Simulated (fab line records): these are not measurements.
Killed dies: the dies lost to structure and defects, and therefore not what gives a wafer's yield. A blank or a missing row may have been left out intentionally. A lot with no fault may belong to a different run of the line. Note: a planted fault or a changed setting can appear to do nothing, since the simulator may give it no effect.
Which tool was responsible? || flow n5 finfet || 9 lots, 26 wafers sampled, at 5 steps of a route of 1938

## WHAT EACH GAUGE READ, for each wafer
N5_BEOL_M4_RC_MEAS_101. Usual: DIBL_N 36.0 mV/V, standard deviation 1.9; DIBL_P 36.0 mV/V, standard deviation 2.1; IOFF_N 0.155 nA/um, standard deviation 0.029; IOFF_P 0.20 nA/um, standard deviation 0.032; IOFF_P_85C 3.6 nA/um, standard deviation 0.48; IOFF_P_LIN 0.097 nA/um, standard deviation 0.011; IOFF_P_LONG 0.000104 nA/um, standard deviation 8.9e-06; ION_N 672 uA/um, standard deviation 11; ION_P 461 uA/um, standard deviation 6.9; SS_N 71.5 mV/dec, standard deviation 0.58; SS_P 73.2 mV/dec, standard deviation 0.64; VT_N 250.4 mV, standard deviation 2.9; VT_N_LVT 98 mV, standard deviation 3.1; VT_P -251.0 mV, standard deviation 2.8; VT_P_LONG -276 mV, standard deviation 3.2.
{"lot": "L427", "measured": "day 9 18:07", "on": "prober-01", "DIBL_N (mV/V)": "34.8 36.1", "DIBL_P (mV/V)": "34.1 35.2", "IOFF_N (nA/um)": "0.124 0.143", "IOFF_P (nA/um)": "0.19 0.20", "IOFF_P_85C (nA/um)": "3.3 3.6", "IOFF_P_LIN (nA/um)": "0.095 0.100", "IOFF_P_LONG (nA/um)": "0.000118 0.000115", "ION_N (uA/um)": "666 660", "ION_P (uA/um)": "460 460", "SS_N (mV/dec)": "71.1 71.8", "SS_P (mV/dec)": "72.9 73.1", "VT_N (mV)": "252.0 251.5", "VT_N_LVT (mV)": "101 101", "VT_P (mV)": "-249.1 -249.3", "VT_P_LONG (mV)": "-272 -274", "flag": ""}
{"lot": "L428", "measured": "day 9 22:37", "on": "prober-02", "DIBL_N (mV/V)": "40.6 39.2 41.7", "DIBL_P (mV/V)": "39.6 39.2 41.4", "IOFF_N (nA/um)": "0.218 0.194 0.236", "IOFF_P (nA/um)": "0.27 0.25 0.30", "IOFF_P_85C (nA/um)": "4.5 4.3 5.0", "IOFF_P_LIN (nA/um)": "0.115 0.111 0.126", "IOFF_P_LONG (nA/um)": "0.000103 0.000106 0.000104", "ION_N (uA/um)": "676 686 678", "ION_P (uA/um)": "465 466 467", "SS_N (mV/dec)": "72.8 72.2 72.6", "SS_P (mV/dec)": "74.5 74.2 74.4", "VT_N (mV)": "248.8 246.9 246.5", "VT_N_LVT (mV)": "94 95 94", "VT_P (mV)": "-248.0 -246.9 -246.9", "VT_P_LONG (mV)": "-281 -274 -276", "flag": ""}
{"lot": "L432", "measured": "day 11 00:58", "on": "prober-01", "DIBL_N (mV/V)": "36.0 35.7 34.6", "DIBL_P (mV/V)": "37.2 36.8 35.8", "IOFF_N (nA/um)": "0.153 0.155 0.135", "IOFF_P (nA/um)": "0.21 0.22 0.20", "IOFF_P_85C (nA/um)": "3.7 3.8 3.5", "IOFF_P_LIN (nA/um)": "0.102 0.105 0.099", "IOFF_P_LONG (nA/um)": "0.00011 0.000105 0.000109", "ION_N (uA/um)": "688 672 665", "ION_P (uA/um)": "469 467 466", "SS_N (mV/dec)": "70.9 71.1 71.5", "SS_P (mV/dec)": "74.1 73.8 73.6", "VT_N (mV)": "249.2 250.3 251.7", "VT_N_LVT (mV)": "100 99 101", "VT_P (mV)": "-248.9 -250.4 -249.1", "VT_P_LONG (mV)": "-275 -275 -274", "flag": ""}
{"lot": "L441", "measured": "day 12 19:56", "on": "prober-02", "DIBL_N (mV/V)": "36.7 37.2 38.1", "DIBL_P (mV/V)": "37.7 38.2 40.3", "IOFF_N (nA/um)": "0.173 0.186 0.202", "IOFF_P (nA/um)": "48.36 49.63 59.53", "IOFF_P_85C (nA/um)": "352.9 362.5 420.6", "IOFF_P_LIN (nA/um)": "22.156 22.432 25.422", "IOFF_P_LONG (nA/um)": "0.021515 0.02085 0.021302", "ION_N (uA/um)": "684 669 688", "ION_P (uA/um)": "667 653 675", "SS_N (mV/dec)": "71.7 71.4 72.0", "SS_P (mV/dec)": "73.8 74.2 74.6", "VT_N (mV)": "248.6 245.9 245.9", "VT_N_LVT (mV)": "248 247 244", "VT_P (mV)": "-96.7 -96.2 -93.6", "VT_P_LONG (mV)": "-122 -123 -122", "flag": "OFF"}
{"lot": "L440", "measured": "day 12 21:11", "on": "prober-01", "DIBL_N (mV/V)": "35.9 37.4 35.4", "DIBL_P (mV/V)": "37.5 38.4 37.0", "IOFF_N (nA/um)": "0.158 0.185 0.133", "IOFF_P (nA/um)": "43.87 45.20 39.95", "IOFF_P_85C (nA/um)": "314.5 327.8 293.0", "IOFF_P_LIN (nA/um)": "20.110 20.482 18.666", "IOFF_P_LONG (nA/um)": "0.017112 0.01664 0.016963", "ION_N (uA/um)": "682 674 658", "ION_P (uA/um)": "666 658 655", "SS_N (mV/dec)": "71.7 71.9 71.7", "SS_P (mV/dec)": "73.3 74.0 73.5", "VT_N (mV)": "251.3 250.6 255.4", "VT_N_LVT (mV)": "251 248 252", "VT_P (mV)": "-99.7 -100.3 -101.4", "VT_P_LONG (mV)": "-128 -129 -128", "flag": "OFF"}
{"lot": "L442", "measured": "day 13 00:13", "on": "prober-02", "DIBL_N (mV/V)": "35.1 32.9 35.1", "DIBL_P (mV/V)": "36.3 34.1 37.0", "IOFF_N (nA/um)": "0.144 0.119 0.155", "IOFF_P (nA/um)": "45.81 37.45 47.13", "IOFF_P_85C (nA/um)": "334.4 285.6 348.0", "IOFF_P_LIN (nA/um)": "21.568 18.555 22.256", "IOFF_P_LONG (nA/um)": "0.021583 0.021321 0.021537", "ION_N (uA/um)": "677 654 681", "ION_P (uA/um)": "664 644 666", "SS_N (mV/dec)": "70.6 70.8 71.7", "SS_P (mV/dec)": "73.3 72.2 73.2", "VT_N (mV)": "249.4 250.0 247.5", "VT_N_LVT (mV)": "251 255 251", "VT_P (mV)": "-97.7 -99.7 -96.9", "VT_P_LONG (mV)": "-121 -122 -121", "flag": "OFF"}
{"lot": "L443", "measured": "day 13 15:59", "on": "prober-02", "DIBL_N (mV/V)": "38.0 36.2 38.5", "DIBL_P (mV/V)": "36.8 35.3 37.9", "IOFF_N (nA/um)": "0.169 0.148 0.187", "IOFF_P (nA/um)": "0.22 0.20 0.23", "IOFF_P_85C (nA/um)": "3.9 3.5 4.0", "IOFF_P_LIN (nA/um)": "0.105 0.097 0.107", "IOFF_P_LONG (nA/um)": "0.000104 0.000101 9.9e-05", "ION_N (uA/um)": "676 673 679", "ION_P (uA/um)": "469 462 460", "SS_N (mV/dec)": "72.0 70.9 71.9", "SS_P (mV/dec)": "73.9 73.6 74.0", "VT_N (mV)": "249.1 250.4 246.4", "VT_N_LVT (mV)": "99 100 97", "VT_P (mV)": "-247.3 -249.4 -247.4", "VT_P_LONG (mV)": "-276 -277 -278", "flag": ""}
{"lot": "L444", "measured": "day 14 00:02", "on": "prober-02", "DIBL_N (mV/V)": "33.6 32.7 34.6", "DIBL_P (mV/V)": "33.1 32.2 33.9", "IOFF_N (nA/um)": "0.130 0.124 0.132", "IOFF_P (nA/um)": "0.18 0.17 0.19", "IOFF_P_85C (nA/um)": "3.2 3.0 3.3", "IOFF_P_LIN (nA/um)": "0.093 0.089 0.094", "IOFF_P_LONG (nA/um)": "0.000119 0.00012 0.000115", "ION_N (uA/um)": "675 673 656", "ION_P (uA/um)": "467 464 457", "SS_N (mV/dec)": "71.5 70.7 70.9", "SS_P (mV/dec)": "72.1 72.4 72.7", "VT_N (mV)": "250.5 255.6 253.0", "VT_N_LVT (mV)": "99 99 101", "VT_P (mV)": "-250.3 -251.7 -251.1", "VT_P_LONG (mV)": "-272 -272 -271", "flag": ""}
{"lot": "L445", "measured": "day 14 01:47", "on": "prober-01", "DIBL_N (mV/V)": "34.4 33.3 32.8", "DIBL_P (mV/V)": "35.1 33.1 33.0", "IOFF_N (nA/um)": "0.149 0.118 0.119", "IOFF_P (nA/um)": "0.19 0.15 0.16", "IOFF_P_85C (nA/um)": "3.4 2.8 3.0", "IOFF_P_LIN (nA/um)": "0.093 0.079 0.085", "IOFF_P_LONG (nA/um)": "9.7e-05 9.8e-05 0.000102", "ION_N (uA/um)": "682 661 674", "ION_P (uA/um)": "466 450 462", "SS_N (mV/dec)": "71.6 71.0 70.4", "SS_P (mV/dec)": "73.0 72.6 72.9", "VT_N (mV)": "252.9 255.5 251.2", "VT_N_LVT (mV)": "95 100 98", "VT_P (mV)": "-249.1 -255.7 -253.9", "VT_P_LONG (mV)": "-278 -279 -279", "flag": ""}

## TOOL THAT RAN EACH LOT (tool first, then ch and the chambers of the sampled wafers, then the start)
{"lot": "L427", "N5_SDB_ETCH_18": "rie diel-02 ch 1,3, day 4 22:24", "N5_SDB_CUT_ETCH_26": "rie si-06 ch 0,1, day 4 23:00", "N5_HKMG_FIN_ALD_74": "ald hk-03 ch 2, day 5 03:17", "N5_HKMG_FIN_ALD_75": "ald hk-03 ch 2, day 5 03:22"}
{"lot": "L428", "N5_SDB_ETCH_18": "rie diel-03 ch 1,2,3, day 5 09:59", "N5_SDB_CUT_ETCH_26": "rie si-02 ch 0,2, day 5 12:08", "N5_HKMG_FIN_ALD_74": "ald hk-03 ch 2,3, day 5 16:38", "N5_HKMG_FIN_ALD_75": "ald hk-03 ch 2,3, day 5 16:43"}
{"lot": "L432", "N5_SDB_ETCH_18": "rie diel-03 ch 0,1,3, day 6 01:34", "N5_SDB_CUT_ETCH_26": "rie si-02 ch 0,3, day 6 02:41", "N5_HKMG_FIN_ALD_74": "ald hk-02 ch 1,2,3, day 6 07:17", "N5_HKMG_FIN_ALD_75": "ald hk-02 ch 1,2,3, day 6 07:22"}
{"lot": "L441", "N5_SDB_ETCH_18": "rie diel-06 ch 0,1,2, day 8 05:29", "N5_SDB_CUT_ETCH_26": "rie si-04 ch 0,1,2, day 8 07:02", "N5_HKMG_FIN_ALD_74": "ald hk-03 ch 0,1,3, day 8 11:29", "N5_HKMG_FIN_ALD_75": "ald hk-03 ch 0,1,3, day 8 11:34"}
{"lot": "L440", "N5_SDB_ETCH_18": "rie diel-02 ch 0,1,3, day 8 07:05", "N5_SDB_CUT_ETCH_26": "rie si-06 ch 0,1,2, day 8 07:42", "N5_HKMG_FIN_ALD_74": "ald hk-02 ch 0,1,2, day 8 11:55", "N5_HKMG_FIN_ALD_75": "ald hk-02 ch 0,1,2, day 8 12:00"}
{"lot": "L442", "N5_SDB_ETCH_18": "rie diel-06 ch 1,2,3, day 8 13:25", "N5_SDB_CUT_ETCH_26": "rie si-06 ch 0,1, day 8 13:58", "N5_HKMG_FIN_ALD_74": "ald hk-03 ch 0,2,3, day 8 18:11", "N5_HKMG_FIN_ALD_75": "ald hk-03 ch 0,2,3, day 8 18:16"}
{"lot": "L443", "N5_SDB_ETCH_18": "rie diel-02 ch 1,2, day 8 23:03", "N5_SDB_CUT_ETCH_26": "rie si-06 ch 0,2, day 8 23:35", "N5_HKMG_FIN_ALD_74": "ald hk-01 ch 1,2, day 9 04:07", "N5_HKMG_FIN_ALD_75": "ald hk-01 ch 1,2, day 9 04:11"}
{"lot": "L444", "N5_SDB_ETCH_18": "rie diel-02 ch 0,1,3, day 9 08:32", "N5_SDB_CUT_ETCH_26": "rie si-02 ch 0,1,3, day 9 09:04", "N5_HKMG_FIN_ALD_74": "ald hk-03 ch 0,1,2, day 9 14:10", "N5_HKMG_FIN_ALD_75": "ald hk-03 ch 0,1,2, day 9 14:14"}
{"lot": "L445", "N5_SDB_ETCH_18": "rie diel-06 ch 0,2,3, day 9 23:44", "N5_SDB_CUT_ETCH_26": "rie si-04 ch 0,1,3, day 10 00:34", "N5_HKMG_FIN_ALD_74": "ald hk-03 ch 0,2,3, day 10 04:49", "N5_HKMG_FIN_ALD_75": "ald hk-03 ch 0,2,3, day 10 04:54"}
- N5_SDB_ETCH_18: etches SOC in N2/H2, target depth 100 nm, overetch 20 nm, time 150 s.
- N5_SDB_CUT_ETCH_26: etches Si in HBr/Cl2/O2, target depth 129.6 nm, bt time 20 s, time 51.8 s.
- N5_HKMG_FIN_ALD_74: deposits La2O3, target thk 0.5 nm, pulse time 6 s, co reactant pulse time 1 s.
- N5_HKMG_FIN_ALD_75: deposits Al2O3, target thk 1 nm, co reactant pulse time 1 s.

## AS READ BY THE TOOLS THEMSELVES (means over the sampled wafers that have a number; for cases with no such wafer, the mark the record gives instead)
N5_SDB_ETCH_18. Usual: drypump motor current A 5.6 A, standard deviation 0.55; oes product au 0.75 a.u., standard deviation 0.061; rf vpp V 523.8 V, standard deviation 2.2; showerhead plenum p Torr 2.54 Torr, standard deviation 0.077; throttle valve pct 17.76 %, standard deviation 0.25.
{"lot": "L427", "tool": "rie diel-02", "drypump motor current A (A)": 5.2, "oes product au (a.u.)": 0.77, "rf vpp V (V)": 525.1, "showerhead plenum p Torr (Torr)": 2.58, "throttle valve pct (%)": 17.78, "flag": ""}
{"lot": "L428", "tool": "rie diel-03", "drypump motor current A (A)": 5.9, "oes product au (a.u.)": 0.79, "rf vpp V (V)": 524.5, "showerhead plenum p Torr (Torr)": 2.58, "throttle valve pct (%)": 17.47, "flag": ""}
{"lot": "L432", "tool": "rie diel-03", "drypump motor current A (A)": 5.9, "oes product au (a.u.)": 0.76, "rf vpp V (V)": 524.9, "showerhead plenum p Torr (Torr)": 2.61, "throttle valve pct (%)": 17.47, "flag": ""}
{"lot": "L441", "tool": "rie diel-06", "drypump motor current A (A)": 5.5, "oes product au (a.u.)": 0.73, "rf vpp V (V)": 521.9, "showerhead plenum p Torr (Torr)": 2.45, "throttle valve pct (%)": 17.75, "flag": ""}
{"lot": "L440", "tool": "rie diel-02", "drypump motor current A (A)": 5.3, "oes product au (a.u.)": 0.70, "rf vpp V (V)": 524.3, "showerhead plenum p Torr (Torr)": 2.56, "throttle valve pct (%)": 17.89, "flag": ""}
{"lot": "L442", "tool": "rie diel-06", "drypump motor current A (A)": 5.6, "oes product au (a.u.)": 0.71, "rf vpp V (V)": 523.0, "showerhead plenum p Torr (Torr)": 2.49, "throttle valve pct (%)": 17.87, "flag": ""}
{"lot": "L443", "tool": "rie diel-02", "drypump motor current A (A)": 5.1, "oes product au (a.u.)": 0.78, "rf vpp V (V)": 521.5, "showerhead plenum p Torr (Torr)": 2.49, "throttle valve pct (%)": 18.03, "flag": ""}
{"lot": "L444", "tool": "rie diel-02", "drypump motor current A (A)": 5.3, "oes product au (a.u.)": 0.70, "rf vpp V (V)": 524.5, "showerhead plenum p Torr (Torr)": 2.56, "throttle valve pct (%)": 17.91, "flag": ""}
{"lot": "L445", "tool": "rie diel-06", "drypump motor current A (A)": 6.1, "oes product au (a.u.)": 0.74, "rf vpp V (V)": 523.6, "showerhead plenum p Torr (Torr)": 2.50, "throttle valve pct (%)": 17.84, "flag": ""}

N5_SDB_CUT_ETCH_26. Usual: drypump motor current A 5.6 A, standard deviation 0.31; oes product au 0.999 a.u., standard deviation 0.014; throttle valve pct 37.25 %, standard deviation 0.3.
{"lot": "L427", "tool": "rie si-06", "drypump motor current A (A)": 5.5, "oes product au (a.u.)": 0.999, "throttle valve pct (%)": 37.06, "flag": ""}
{"lot": "L428", "tool": "rie si-02", "drypump motor current A (A)": 5.8, "oes product au (a.u.)": 1.005, "throttle valve pct (%)": 37.37, "flag": ""}
{"lot": "L432", "tool": "rie si-02", "drypump motor current A (A)": 5.5, "oes product au (a.u.)": 0.992, "throttle valve pct (%)": 37.42, "flag": ""}
{"lot": "L441", "tool": "rie si-04", "drypump motor current A (A)": 5.7, "oes product au (a.u.)": 1.004, "throttle valve pct (%)": 37.44, "flag": ""}
{"lot": "L440", "tool": "rie si-06", "drypump motor current A (A)": 5.5, "oes product au (a.u.)": 1.002, "throttle valve pct (%)": 36.97, "flag": ""}
{"lot": "L442", "tool": "rie si-06", "drypump motor current A (A)": 5.4, "oes product au (a.u.)": 1.003, "throttle valve pct (%)": 37.12, "flag": ""}
{"lot": "L443", "tool": "rie si-06", "drypump motor current A (A)": 5.5, "oes product au (a.u.)": 0.990, "throttle valve pct (%)": 36.86, "flag": ""}
{"lot": "L444", "tool": "rie si-02", "drypump motor current A (A)": 5.4, "oes product au (a.u.)": 0.999, "throttle valve pct (%)": 37.35, "flag": ""}
{"lot": "L445", "tool": "rie si-04", "drypump motor current A (A)": 5.5, "oes product au (a.u.)": 1.007, "throttle valve pct (%)": 37.27, "flag": ""}

N5_HKMG_FIN_ALD_74. Usual: heater power w 330 W, standard deviation 29; precursor pulse height rel 0.999, standard deviation 0.021.
{"lot": "L427", "tool": "ald hk-03", "heater power w (W)": 306, "precursor pulse height rel": 1.006, "flag": ""}
{"lot": "L428", "tool": "ald hk-03", "heater power w (W)": 322, "precursor pulse height rel": 0.996, "flag": ""}
{"lot": "L432", "tool": "ald hk-02", "heater power w (W)": 352, "precursor pulse height rel": 0.985, "flag": ""}
{"lot": "L441", "tool": "ald hk-03", "heater power w (W)": "-", "precursor pulse height rel": "-", "flag": "OFF"}
{"lot": "L440", "tool": "ald hk-02", "heater power w (W)": "-", "precursor pulse height rel": "-", "flag": "OFF"}
{"lot": "L442", "tool": "ald hk-03", "heater power w (W)": "-", "precursor pulse height rel": "-", "flag": "OFF"}
{"lot": "L443", "tool": "ald hk-01", "heater power w (W)": 308, "precursor pulse height rel": 1.005, "flag": ""}
{"lot": "L444", "tool": "ald hk-03", "heater power w (W)": 318, "precursor pulse height rel": 0.980, "flag": ""}
{"lot": "L445", "tool": "ald hk-03", "heater power w (W)": 324, "precursor pulse height rel": 1.018, "flag": ""}

N5_HKMG_FIN_ALD_75. Usual: heater power outer w 76 W, standard deviation 8.7; heater power w 142 W, standard deviation 12; precursor pulse height rel 1.000, standard deviation 0.02.
{"lot": "L427", "tool": "ald hk-03", "heater power outer w (W)": 72, "heater power w (W)": 132, "precursor pulse height rel": 0.979, "flag": ""}
{"lot": "L428", "tool": "ald hk-03", "heater power outer w (W)": 77, "heater power w (W)": 139, "precursor pulse height rel": 1.020, "flag": ""}
{"lot": "L432", "tool": "ald hk-02", "heater power outer w (W)": 83, "heater power w (W)": 152, "precursor pulse height rel": 0.996, "flag": ""}
{"lot": "L441", "tool": "ald hk-03", "heater power outer w (W)": 76, "heater power w (W)": 143, "precursor pulse height rel": 0.998, "flag": ""}
{"lot": "L440", "tool": "ald hk-02", "heater power outer w (W)": 84, "heater power w (W)": 147, "precursor pulse height rel": 0.988, "flag": ""}
{"lot": "L442", "tool": "ald hk-03", "heater power outer w (W)": 74, "heater power w (W)": 140, "precursor pulse height rel": 0.998, "flag": ""}
{"lot": "L443", "tool": "ald hk-01", "heater power outer w (W)": 68, "heater power w (W)": 130, "precursor pulse height rel": 0.999, "flag": ""}
{"lot": "L444", "tool": "ald hk-03", "heater power outer w (W)": 72, "heater power w (W)": 138, "precursor pulse height rel": 1.017, "flag": ""}
{"lot": "L445", "tool": "ald hk-03", "heater power outer w (W)": 74, "heater power w (W)": 141, "precursor pulse height rel": 0.987, "flag": ""}

## THE ANSWER, worked out from the rows above alone
Rule: a lot counts as off when the mean over its wafers that have a number is more than 3 standard deviations away from the usual mean. A lot without any number at a reading at which 4 lots or more have one is off too. All remaining lots with rows at the step are treated as sound. After the gauges, taken in route order, come the tools' own readings; for these a lot's mean is taken, as printed above. At the first step where some lot is off, the reading lying furthest off is the one used; lots without a number count as furthest.
Off: at N5_BEOL_M4_RC_MEAS_101 (IOFF_P_LONG), L441, L440, L442.
If a tool, at a process step before that reading, ran all the lots that are off and no sound lot after the first of them, it fits. The gauges at N5_BEOL_M4_RC_MEAS_101 aren't tried: what is off there is off at N5_HKMG_FIN_ALD_74 too, on other tools, and a gauge's error can't cause that. None of those tried fits.

## WHAT THE SIMULATOR HAD PUT IN
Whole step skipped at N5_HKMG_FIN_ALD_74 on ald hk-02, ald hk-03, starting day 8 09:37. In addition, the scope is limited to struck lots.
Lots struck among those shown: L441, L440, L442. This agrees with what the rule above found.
